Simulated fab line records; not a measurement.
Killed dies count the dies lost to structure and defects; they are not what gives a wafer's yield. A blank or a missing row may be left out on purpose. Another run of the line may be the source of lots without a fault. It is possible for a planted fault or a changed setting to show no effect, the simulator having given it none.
Matching of chambers | flow nand_harc | NHARC_A_SGD_CUT_ETCHBACK_24 on rie_diel-07: 4 sister chambers
The step etches the open film in CH3F/O2, target depth 50 nm, time 92.857 s. 8 wafers are shown with their chamber, then 7 later ones without.

== WAFERS PAIRED WITH THEIR CHAMBERS ==
wafer  | chamber | showerhead_plenum_p_Torr (Torr) | drypump_motor_current_A (A)
L074.5 | 3       | 2.40                            | 6.2
L082.2 | 0       | 2.40                            | 5.8
L082.3 | 2       | 2.38                            | 6.1
L087.3 | 0       | 2.40                            | 5.8
L087.4 | 1       | 2.29                            | 5.8
L087.5 | 2       | 2.38                            | 6.1
L092.1 | 3       | 2.39                            | 6.3
L092.5 | 1       | 2.29                            | 5.8

== WAFERS MISSING THEIR CHAMBER ==
wafer  | showerhead_plenum_p_Torr (Torr) | drypump_motor_current_A (A)
L092.6 | 2.40                            | 5.8
L094.3 | 2.39                            | 6.3
L094.4 | 2.40                            | 5.8
L094.5 | 2.29                            | 5.8
L097.2 | 2.39                            | 6.3
L097.3 | 2.38                            | 6.2
L097.6 | 2.40                            | 5.8

== CHAMBER TAKEN BY EACH ==
wafer  | from the rows above     | in truth
L092.6 | 0                       | 0
L094.3 | 3                       | 3
L094.4 | 0                       | 0
L094.5 | 1                       | 1
L097.2 | 3                       | 3
L097.3 | can't be placed: 2 or 3 | 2
L097.6 | 0                       | 0
Correctly placed: 6 of 7. Can't be placed from these rows: 1 (the true chamber is among the candidates in 1). Placed wrongly: 0.
How it was worked out, from the rows above alone: a wafer's distance from a chamber is the root of the sum, over the readings, of the square of ((its reading less the chamber's mean) divided by the reading's scatter). If the next closest chamber is less than 2 further off than the closest, the wafer can't be placed; otherwise it belongs to the closest. Each chamber's mean is taken over the wafers shown for it. How the scatter is found: for the shown wafers, subtract from each reading the mean of its chamber, square and add these, divide the total by (wafers less chambers), then take the root.
